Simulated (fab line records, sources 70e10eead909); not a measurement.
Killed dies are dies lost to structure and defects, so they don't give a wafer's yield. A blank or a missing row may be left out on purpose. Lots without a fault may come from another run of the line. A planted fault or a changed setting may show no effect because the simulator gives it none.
Which tool did it? | flow nand_harc | 6 lots, 18 wafers sampled, at 5 steps of a route of 1302

WHAT THE GAUGES READ, wafer by wafer
NHARC_END_SORT_01.
lot  | measured     | on        | killed_at_array
L741 | day 32 08:30 | prober-02 | 85 183 75

WHICH TOOL RAN EACH LOT (tool, then ch and the chambers of the sampled wafers, then the start)
lot  | NHARC_A_CHANNEL_FILL_D1_ETCHBACK_20 | NHARC_THIN_TSV_DESCUM_14           | NHARC_THIN_TSV_ETCH_44             | NHARC_THIN_TSV_DEP_47
L726 | rie_diel-09 ch 0,1,3, day 10 19:25  | rie_diel-05 ch 0,3, day 24 12:37   | rie_diel-05 ch 0,1,2, day 24 12:49 | pecvd-03 ch 0,1,2, day 24 14:16
L729 | rie_diel-09 ch 0,1,3, day 11 16:00  | rie_diel-05 ch 0,3, day 25 02:54   | rie_diel-05 ch 0,3, day 25 03:02   | pecvd-02 ch 0,1, day 25 04:37
L731 | rie_diel-05 ch 0,1,3, day 12 13:49  | rie_diel-09 ch 1,2,3, day 30 06:50 | rie_diel-09 ch 0,2,3, day 30 06:58 | pecvd-01 ch 1,2, day 30 08:49
L733 | rie_diel-05 ch 1,2,3, day 13 17:57  | rie_diel-09 ch 0,1,2, day 30 11:47 | rie_diel-09 ch 0,1,2, day 30 11:52 | pecvd-01 ch 0,2, day 30 13:28
L741 | rie_diel-05 ch 2,3, day 16 15:13    | rie_diel-09 ch 1,3, day 30 17:49   | rie_diel-09 ch 1,2, day 30 17:58   | pecvd-01 ch 0,2, day 30 19:30
L746 | rie_diel-09 ch 0,1,2, day 19 02:56  | rie_diel-09 ch 1,2,3, day 33 02:27 | rie_diel-09 ch 1,2,3, day 33 02:45 | pecvd-01 ch 0,1,2, day 33 04:25
- NHARC_A_CHANNEL_FILL_D1_ETCHBACK_20: etches the open film in C4F8/O2/Ar, target depth 27 nm, time 13.5 s.
- NHARC_THIN_TSV_DESCUM_14: chemistry O2, time 3 s.
- NHARC_THIN_TSV_ETCH_44: etches the open film in CF4/O2, target depth 1594.2 nm, time 797.1 s.
- NHARC_THIN_TSV_DEP_47: deposits SiO2, target thk 200 nm.

THE ANSWER, worked out from the rows above alone
Rule: what is usual is taken from the lots themselves. Put in order of their means at a reading, lots are off if they are a third of the lots or fewer, leave a main group of 4 or more, and stand apart from it by a gap of 3 or more times the standard deviation of the main group's means; of several such gaps the widest counts. A main group whose means are all the same, to the digits that the tables above print for the reading, isn't used. A lot without any number at a reading at which 4 lots or more have one is off too. The other lots that the step has rows for count as sound.
No lot is off at any reading shown: from this, nothing can be told.

WHAT THE SIMULATOR HAD PUT IN
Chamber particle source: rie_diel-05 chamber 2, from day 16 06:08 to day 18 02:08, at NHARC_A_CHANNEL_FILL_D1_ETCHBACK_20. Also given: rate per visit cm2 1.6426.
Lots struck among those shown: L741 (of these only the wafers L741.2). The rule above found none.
